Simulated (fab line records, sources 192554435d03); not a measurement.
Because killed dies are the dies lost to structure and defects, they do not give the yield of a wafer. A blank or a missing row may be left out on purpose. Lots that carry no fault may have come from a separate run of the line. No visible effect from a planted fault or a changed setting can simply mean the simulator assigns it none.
2 desks looking at one fault ; flow n5 finfet ; what lay behind the numbers comes last; until then each desk has only its own

== FROM THE METROLOGY DESK ==
What the gauges read, lot by lot, whatever tool the lot ran on: means of the sampled wafers that have a number. A lot is out of limits, marked OUT, if its mean lies more than 4 standard deviations from the usual mean; the brackets give that distance. Of its 13 readings 7 are shown: the one that was out of limits first, and those that lie furthest out on some lot.
Columns: A = DIBL_N at N5_BEOL_M4_RC_MEAS_101, usual 37.4 mV/V; B = DIBL_P at N5_BEOL_M4_RC_MEAS_101, usual 37.8 mV/V; C = ION_P at N5_BEOL_M4_RC_MEAS_101, usual 467 uA/um; D = SS_N at N5_BEOL_M4_RC_MEAS_101, usual 71.9 mV/dec; E = SS_P at N5_BEOL_M4_RC_MEAS_101, usual 73.6 mV/dec; F = M8_ILD_THK at N5_BEOL_M8_THK_MEAS_01, usual 155.1 nm; G = M8_OVL at N5_BEOL_M8_OVL_MEAS_12, usual -0.1 nm
lot;first seen here;A;B;C;D;E;F;G
L469;day 8 17:21;36.3;34.9;462;71.8;73.2;157.5;-0.7
L472;day 8 23:06;36.1;36.8;471;72.2;73.5;155.1;0.7
L473;day 9 20:37;35.9;37.0;472;71.7;73.5;156.6;0.8
L479;day 11 05:55;40.4;42.0;474;72.6;74.5;210.0 (+25) OUT;0.2
L480;day 11 14:48;37.7;38.4;452;71.7;74.0;180.9 (+12) OUT;0.3
L481;day 11 19:31;39.5;39.3;466;73.1;74.3;155.7;-0.4
L483;day 12 14:02;36.2;37.1;473;71.9;73.5;154.6;-1.1
L484;day 12 19:22;39.4;41.0;467;72.3;74.1;155.5;-2.0
L487;day 13 00:13;36.9;37.0;489;71.2;73.8;155.4;-0.7
L486;day 13 04:29;36.8;34.9;469;70.9;72.7;154.6;-0.5
L488;day 13 11:37;33.4;33.8;462;71.0;72.3;154.2;-0.1
This desk's result: L479, L480 out of limits, first on L479 (M8_ILD_THK at N5_BEOL_M8_THK_MEAS_01), day 12 15:46. Within limits: L469, L472, L473, L481, L483, L484, L487, L486, L488.

== DESK OF THE TOOL OWNER: pecvd-02 ==
The tool's own readings at N5_BEOL_M8_ILD_DEP_00 (deposits SiCOH lowk from DEMS/porogen, target thk 179.75 nm, time 33.4 s): means of the sampled wafers that have a number, for each lot that ran on this tool. A lot is out of limits, marked OUT, if its mean lies more than 4 standard deviations from the usual mean; the brackets give that distance.
Columns: A = heater power w at N5_BEOL_M8_ILD_DEP_00, usual 324 W; B = showerhead plenum p Torr at N5_BEOL_M8_ILD_DEP_00, usual 5.751 Torr; C = throttle valve pct at N5_BEOL_M8_ILD_DEP_00, usual 13.7 %
lot;first seen here;A;B;C
L473;day 10 22:25;275;5.715;14.1
L479;day 12 15:10;266;5.758;14.2
L480;day 12 21:49;284;5.743;14.2
This desk's verdict: no lot among the 3 shows anything out of limits.

== ALL TOGETHER ==
L479, L480 would have let the metrology desk raise an alarm at day 12 15:46.
The desk of the tool owner found nothing out of limits.
The tool owner's desk has L479, L480 on record, within its limits.
On pecvd-02, each named lot ran N5_BEOL_M8_ILD_DEP_00.

== WHAT WAS PUT IN BY THE SIMULATOR ==
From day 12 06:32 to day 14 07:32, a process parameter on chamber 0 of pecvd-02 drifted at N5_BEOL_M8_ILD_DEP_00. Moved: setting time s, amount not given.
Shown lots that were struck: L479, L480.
Per desk, hours elapsed from the start of the fault to the first reading out of limits: for the metrology desk, 9.
